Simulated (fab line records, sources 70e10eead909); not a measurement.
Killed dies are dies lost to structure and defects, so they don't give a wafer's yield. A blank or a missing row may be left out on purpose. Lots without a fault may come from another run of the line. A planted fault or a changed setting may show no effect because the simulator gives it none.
fab line records | flow nand_harc
record lots=7 wafers=21 last_day=24
route steps=1159 shown A_STAIRCASE@629 END@1159
lots that met no fault: from a run of the same line without faults
start_h: hours from the record's first day to the start of the lot's first wafer shown | wait_h: hours since the lot's step before | " the same as in the row above | L1.1+2: a row that stands for several wafers | - no value, or no start given | * or withheld: withheld | < > ~ a bound
route shown NAME@n: a module of which the file shows steps, and the number in the route of the first | usual: mean/standard deviation of fault-free wafers | same: alike in all rows | chamber/n: place in a boat | sites: the reading at each site | _std_site: their standard deviation | _edge_site: outer sites' mean less inner sites' | radius_mm: how far each site lies from the wafer's centre | mask NAME#n: copy n | behind: the tool/chamber that last shaped the wafer | hold: why the lot was held/for how many hours/how that ended | device: the transistor (n, p or np) that didn't switch | end of line: the same wafers' tests at the end of the route | a step without rows: its recipe alone | killed: dies lost to structure and defects at the first sort, not the wafer's yield | map: a wafer's dies, x killed, . not, _ none there
set.NAME: the setting as run; set.NAME@STEP: as run at that earlier step | model.NAME: the simulator's own value behind a step, which no gauge read
lots at some steps of the route; a table a step, a row a wafer
services: from which hour (start_h, from the record's first day; less than 0 if before it) a tool's chamber was out of use, for how many hours, and why
## steps
# step NHARC_A_STAIRCASE_TRIM_235
# recipe time_s=211.2 o2_flow_sccm=500 ar_flow_sccm=0 bias_w=0 chemistry=O2
# usual drypump_motor_current_A=5.6/0.38 oes_product_au=0.995/0.012 rf_vpp_V=58.0/0.87 showerhead_plenum_p_Torr=3.60/0.14 throttle_valve_pct=17.036/0.0091
# same bias_w=0
# columns lot.wafer tool chamber start_h wait_h drypump_motor_current_A oes_product_au rf_hours_counter_h rf_vpp_V showerhead_plenum_p_Torr throttle_valve_pct
L284.3 rie_diel-06 1 - - 5.7 0.979 6 57.6 3.44 17.042
L284.2 " 2 " " 5.5 1.014 4 57.9 3.71 17.039
L284.4 " 3 " " 4.8 0.986 6 60.0 3.69 17.041
L287.1 rie_diel-06 0 - - 5.7 1.009 15 58.7 3.60 17.048
L287.3 " 3 " " 4.8 0.994 14 58.1 3.68 17.050
L287.5 " 0 " " 5.7 1.006 - 58.2 3.60 17.030
L292.4 rie_diel-06 3 - - 4.8 0.988 23 56.4 3.68 17.037
L292.3 " 0 " " 5.6 1.012 25 57.3 3.59 17.036
L292.6 " 2 " " 5.5 1.008 - 59.2 3.70 17.057
L295.1 rie_diel-07 2 - - 6.3 0.984 38 59.5 3.79 17.044
L295.3 " 0 " " 5.3 0.999 37 57.4 3.70 17.033
L295.4 " 1 " " 5.8 0.995 36 58.9 3.55 17.028
L298.3 rie_diel-13 0 - - 5.9 0.996 24 57.9 3.79 17.038
L298.1 " 1 " " 6.1 0.970 25 59.5 3.52 17.040
L298.5 " 2 " " 5.4 0.984 - 57.5 3.47 17.037
L300.3 rie_diel-13 3 - - 5.5 1.003 30 58.5 3.28 17.026
L300.1 " 0 " " 5.9 0.985 32 58.1 3.79 17.045
L300.4 " 2 " " 5.4 0.986 20 57.2 3.46 17.025
L299.3 rie_diel-13 3 - - 5.5 1.008 32 57.3 3.28 17.021
L299.4 " 0 " " 5.9 0.989 34 57.5 3.79 17.046
L299.5 " 0 " " 5.9 0.992 - 59.0 3.79 17.046
# step NHARC_A_STAIRCASE_ETCH_236
# recipe target_depth_a=1000 time_s=40.5 ion_energy_ev=400 c4f8_flow_sccm=20 o2_flow_sccm=10 ar_flow_sccm=withheld rf_w=600 bias_w=1000 chemistry=C4F8/O2
# usual bias_w=999.7/2.7 oes_product_au=0.938/0.016 rf_vpp_V=898/4.9
# columns lot.wafer tool chamber start_h wait_h bias_w oes_product_au rf_hours_counter_h rf_vpp_V
L284.4 rie_diel-06 1 - - 996.0 0.923 6 893
L284.3 " 2 " " 1003.2 0.972 4 903
L284.2 " 3 " " 1000.8 0.944 6 901
L287.3 rie_diel-06 0 - - 999.8 0.948 15 900
L287.1 " 3 " " 1000.0 0.943 14 902
L287.5 " 0 " " 1000.0 0.945 - 899
L292.4 rie_diel-06 0 - - 1003.1 0.959 25 898
L292.3 " 1 " " 1000.8 0.932 23 892
L292.6 " 1 " " 999.9 0.929 - 892
L295.1 rie_diel-07 1 - - 996.3 0.951 36 896
L295.4 " 2 " " 1002.7 0.936 38 904
L295.3 " 3 " " 999.3 0.956 38 898
L298.1 rie_diel-13 1 - - 998.3 0.923 25 895
L298.3 " 3 " " 998.9 0.927 24 887
L298.5 " 1 " " 1003.7 0.925 - 895
L300.1 rie_diel-13 2 - - 998.9 0.950 20 893
L300.4 " 3 " " 1000.2 0.948 30 886
L300.3 " 0 " " 999.9 0.933 32 905
L299.4 rie_diel-13 2 - - 1001.7 0.928 21 895
L299.3 " 3 " " 999.0 0.945 33 887
L299.5 " 2 " " 996.4 0.926 - 892
# step NHARC_A_STAIRCASE_STRIP_238
# recipe power_w=1500 temp_c=250 chemistry=O2
# usual drypump_motor_current_A=5.8/0.32 heater_power_w=352/30
# columns lot.wafer tool chamber start_h wait_h drypump_motor_current_A heater_power_w rf_hours_counter_h
L284.2 plasma_asher-02 0 273.80 0.1 5.3 325 27
L284.4 " 1 " " 5.5 375 -
L284.3 " 0 " " 5.2 332 -
L287.1 plasma_asher-01 1 291.24 0.1 6.0 327 2
L287.3 " 1 " " 6.1 327 -
L287.5 " 0 " " 5.9 370 -
L292.3 plasma_asher-01 1 320.73 0.2 6.1 320 -
L292.4 " 0 " " 5.9 381 -
L292.6 " 1 " " 6.1 323 -
L295.1 plasma_asher-01 0 336.12 0.1 5.9 382 16
L295.3 " 0 " " 5.9 383 -
L295.4 " 1 " " 6.0 319 -
L298.1 plasma_asher-02 1 346.97 0.1 5.5 371 54
L298.3 " 1 " " 5.4 369 -
L298.5 " 0 " " 5.3 334 -
L300.1 plasma_asher-01 0 369.62 0.1 5.9 382 30
L300.4 " 0 " " 5.9 383 -
L300.3 " 1 " " 6.1 330 -
L299.3 plasma_asher-02 1 372.44 0.3 5.5 335 -
L299.4 " 0 " " 5.3 335 -
L299.5 " 0 " " 5.3 342 -
# step NHARC_A_STAIRCASE_STRIP_239
# recipe time_s=900 temp_c=130 chemistry=SPM
# step NHARC_A_STAIRCASE_PRECLEAN_240
# recipe time_s=* temp_c=50 bath_age_min=0 chemistry=SC1
# step NHARC_A_STAIRCASE_SRD_241
# step NHARC_A_STAIRCASE_DEHYDRATE_242
# recipe temp_c=150 time_s=120
# step NHARC_A_STAIRCASE_HMDS_243
# recipe time_s=30
# step NHARC_A_STAIRCASE_COAT_244
# recipe spin_rpm=1200
# step NHARC_A_STAIRCASE_SOFTBAKE_245
# recipe temp_c=135 time_s=170
# step NHARC_A_STAIRCASE_EBR_246
# step NHARC_A_STAIRCASE_EXPOSE_247
# recipe na=0.5 dose_mj=25.34 mask_id=SDS_1
# usual exposure_dose_mJ_cm2=25.329/0.027
# columns lot.wafer tool chamber start_h wait_h mask exposure_dose_mJ_cm2
L284.2 krf_scanner-04 0 274.91 - SDS_1#0 25.303
L284.3 " 0 " " SDS_1#0 25.336
L284.4 " 0 " " SDS_1#0 25.340
L287.1 krf_scanner-03 0 292.39 - SDS_1#0 25.371
L287.3 " 0 " " SDS_1#0 25.351
L287.5 " 0 " " SDS_1#0 25.343
L292.3 krf_scanner-03 0 321.79 - SDS_1#0 25.324
L292.4 " 0 " " SDS_1#0 25.325
L292.6 " 0 " " SDS_1#0 25.338
L295.1 krf_scanner-02 0 337.27 - SDS_1#0 25.256
L295.3 " 0 " " SDS_1#0 25.287
L295.4 " 0 " " SDS_1#0 25.304
L298.1 krf_scanner-03 0 347.98 - SDS_1#0 25.744
L298.3 " 0 " " SDS_1#0 25.701
L298.5 " 0 " " SDS_1#0 25.688
L300.1 krf_scanner-03 0 370.63 - SDS_1#0 25.658
L300.3 " 0 " " SDS_1#0 25.659
L300.4 " 0 " " SDS_1#0 25.648
L299.3 krf_scanner-03 0 373.49 - SDS_1#0 25.567
L299.4 " 0 " " SDS_1#0 25.564
L299.5 " 0 " " SDS_1#0 25.524
# step NHARC_A_STAIRCASE_PEB_248
# recipe peb_temp_c=115 peb_time_s=130
# step NHARC_END_SORT_01
# recipe temp_c=25
# usual killed_at_array=25/7.8 killed_at_other=0.6/0.81 killed_at_periphery=3.3/2.2 killed_dies=29/8.2 killed_open=3.5/1.9 killed_short=1.8/1.3
# same gross_dies=677
# columns lot.wafer tool chamber start_h wait_h killed_at_array killed_at_other killed_at_periphery killed_dies killed_open killed_short
L284.2 prober-02 0 472.05 2.8 25 3 3 31 3 2
L284.3 prober-02 0 472.85 3.1 26 3 1 30 1 2
L284.4 prober-02 0 473.64 3.4 23 0 2 25 2 1
L287.1 prober-02 0 490.28 2.5 31 0 3 34 2 1
L287.3 prober-02 0 491.85 3.1 29 1 1 31 5 2
L287.5 prober-02 0 493.43 3.7 21 1 1 23 2 4
L300.1 prober-02 0 557.00 2.5 21 0 2 23 2 2
L300.3 prober-02 0 558.60 3.1 29 0 0 29 2 0
L300.4 prober-02 0 559.40 3.4 25 0 1 26 0 5
L299.3 prober-01 0 568.27 3.1 28 1 6 35 6 0
L299.4 prober-01 0 569.07 3.4 21 2 5 28 7 4
L299.5 prober-01 0 569.87 3.7 19 1 2 22 1 1
# killed by level:class
L284.2 A_CHANNEL_HOLE_D1:chamber_film_flake=8 A_SLIT:chamber_film_flake=6 A_STAIRCASE:chamber_film_flake=5 THIN_TSV:chamber_film_flake=3 A_WL_FILL:chamber_film_flake=2 P_CONTACT:geometric_particle:short=1 P_M0:geometric_particle:open=1 A_ONON_D1:geometric_particle:short=1
L284.3 A_CHANNEL_HOLE_D1:chamber_film_flake=12 A_SLIT:chamber_film_flake=11 THIN_TSV:chamber_film_flake=2 A_SGD_CUT:geometric_particle:short=1 A_BLC:geometric_particle:open=1 P_GATE:chamber_film_flake=1 STARTING-WAFER:geometric_particle:short=1 A_CONTACT:chamber_film_flake=1
L284.4 A_SLIT:chamber_film_flake=7 A_CHANNEL_HOLE_D1:chamber_film_flake=7 A_CONTACT:chamber_film_flake=4 P_STI:chamber_film_flake=2 A_ONON_D1:geometric_particle:short=1 A_WL_FILL:geometric_particle:open=1 A_M0:geometric_particle:open=1 A_STAIRCASE:chamber_film_flake=1
L287.1 A_SLIT:chamber_film_flake=14 A_CONTACT:chamber_film_flake=6 A_CHANNEL_HOLE_D1:chamber_film_flake=3 P_GATE:chamber_film_flake=2 A_CHANNEL_FILL_D1:chamber_film_flake=2 P_CONTACT:geometric_particle:open=1 A_SOURCE_PLATE:geometric_particle:open=1 A_SGD_CUT:geometric_particle:short=1
L287.3 A_SLIT:chamber_film_flake=14 A_CONTACT:chamber_film_flake=4 A_CHANNEL_HOLE_D1:chamber_film_flake=3 A_CHANNEL_FILL_D1:geometric_particle:short=2 A_CHANNEL_FILL_D1:chamber_film_flake=2 P_GATE:geometric_particle:open=1 A_WL_FILL:geometric_particle:open=1 A_CONTACT:geometric_particle:open=1
L287.5 A_SLIT:chamber_film_flake=15 A_SOURCE_PLATE:geometric_particle:short=1 A_ONON_D1:geometric_particle:short=1 A_CHANNEL_FILL_D1:geometric_particle:short=1 A_CONTACT:geometric_particle:short=1 A_CONTACT:geometric_particle:open=1 A_M0:geometric_particle:open=1 P_GATE:chamber_film_flake=1
L300.1 A_CHANNEL_HOLE_D1:chamber_film_flake=12 A_CONTACT:chamber_film_flake=2 A_BLC:chamber_film_flake=2 A_CHANNEL_FILL_D1:geometric_particle:short=1 A_CONTACT:geometric_particle:open=1 A_BLC:geometric_particle:short=1 A_BLC:geometric_particle:open=1 P_ZERO_WELL:chamber_film_flake=1
L300.3 A_CHANNEL_HOLE_D1:chamber_film_flake=18 A_CONTACT:chamber_film_flake=5 A_STAIRCASE:chamber_film_flake=3 A_CHANNEL_FILL_D1:geometric_particle:open=2 A_BLC:chamber_film_flake=1
L300.4 A_CHANNEL_HOLE_D1:chamber_film_flake=13 A_WL_FILL:geometric_particle:short=2 A_STAIRCASE:chamber_film_flake=2 A_CONTACT:chamber_film_flake=2 A_BLC:chamber_film_flake=2 A_ONON_D1:geometric_particle:short=1 A_CHANNEL_HOLE_D1:geometric_particle:short=1 A_CHANNEL_FILL_D1:geometric_particle:short=1
L299.3 A_CHANNEL_HOLE_D1:chamber_film_flake=17 A_CONTACT:chamber_film_flake=5 P_ZERO_WELL:chamber_film_flake=4 A_STAIRCASE:chamber_film_flake=2 P_CONTACT:geometric_particle:open=1 P_M0:geometric_particle:open=1 A_CHANNEL_FILL_D1:geometric_particle:open=1 A_BLC:geometric_particle:open=1
L299.4 A_CHANNEL_HOLE_D1:chamber_film_flake=7 A_STAIRCASE:chamber_film_flake=3 P_CONTACT:geometric_particle:open=2 A_CHANNEL_FILL_D1:geometric_particle:open=2 A_M0:geometric_particle:open=2 A_CONTACT:chamber_film_flake=2 A_CHANNEL_HOLE_D1:geometric_particle:short=1 A_CHANNEL_FILL_D1:geometric_particle:short=1
L299.5 A_CHANNEL_HOLE_D1:chamber_film_flake=14 P_GATE:chamber_film_flake=2 A_STAIRCASE:chamber_film_flake=2 A_WL_FILL:geometric_particle:short=1 STARTING-WAFER:geometric_particle:open=1 A_ZERO_WELL:chamber_film_flake=1 A_CONTACT:chamber_film_flake=1
## services
# columns tool chamber start_h hours kind
rie_diel-06 0 250.58 - clean
rie_diel-06 0 250.58 - consumable_replace:focus_ring
rie_diel-06 1 250.58 - clean
rie_diel-06 2 250.58 - clean
rie_diel-06 3 250.58 - clean
rie_diel-13 0 256.73 - clean
rie_diel-13 1 256.73 - clean
rie_diel-13 2 256.73 - clean
rie_diel-13 3 256.73 - clean
rie_diel-13 - 276.13 9.0 pm
plasma_asher-01 - 276.40 9.0 pm
krf_scanner-02 - 278.42 10.2 repair
rie_diel-13 2 286.64 8.8 repair
krf_scanner-02 - 295.99 2.6 repair
krf_scanner-04 - 298.00 4.0 pm
rie_diel-06 1 303.21 7.4 repair
rie_diel-07 1 304.31 1.4 repair
krf_scanner-04 - 305.05 4.5 repair
rie_diel-06 - 323.32 2.1 repair
rie_diel-07 - 325.65 0.8 repair
rie_diel-06 0 338.06 2.3 repair
krf_scanner-03 - 340.00 4.0 pm
plasma_asher-02 - 360.32 9.0 pm
krf_scanner-04 - 365.15 0.1 repair
## key
first_sign step=NHARC_A_STAIRCASE_EXPOSE_247 reading=exposure_dose_mJ_cm2 direction=up sigmas=12 usual=25.329 struck=25.639
effect none on later readings
met_at NHARC_A_STAIRCASE_EXPOSE_247
struck_wafers L298.1,L298.3,L298.5,L299.3,L299.4,L299.5,L300.1,L300.3,L300.4
tester_left_out L298,L299,L300
loop_trim step=NHARC_A_STAIRCASE_EXPOSE_247 setting=dose lots=L299,L300
onset_between 321.79 347.98
fault kind=process_parameter_drift tool=krf_scanner-03 chamber=- onset_h=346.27 steps=NHARC_A_STAIRCASE_EXPOSE_247 channel=dose_mj offset=0.36924 shape=step acts_in=these_recipes_only stated=25.34
# tester_left_out: of these lots the tester's yield and bins aren't shown, on N5 and GAA mostly nor the transistor test; their killed dies are dies lost to structure and defects alone, not to doping, threshold or leakage, so they don't give the yield
# loop_trim: a control loop set the setting to another value than it would have without faults
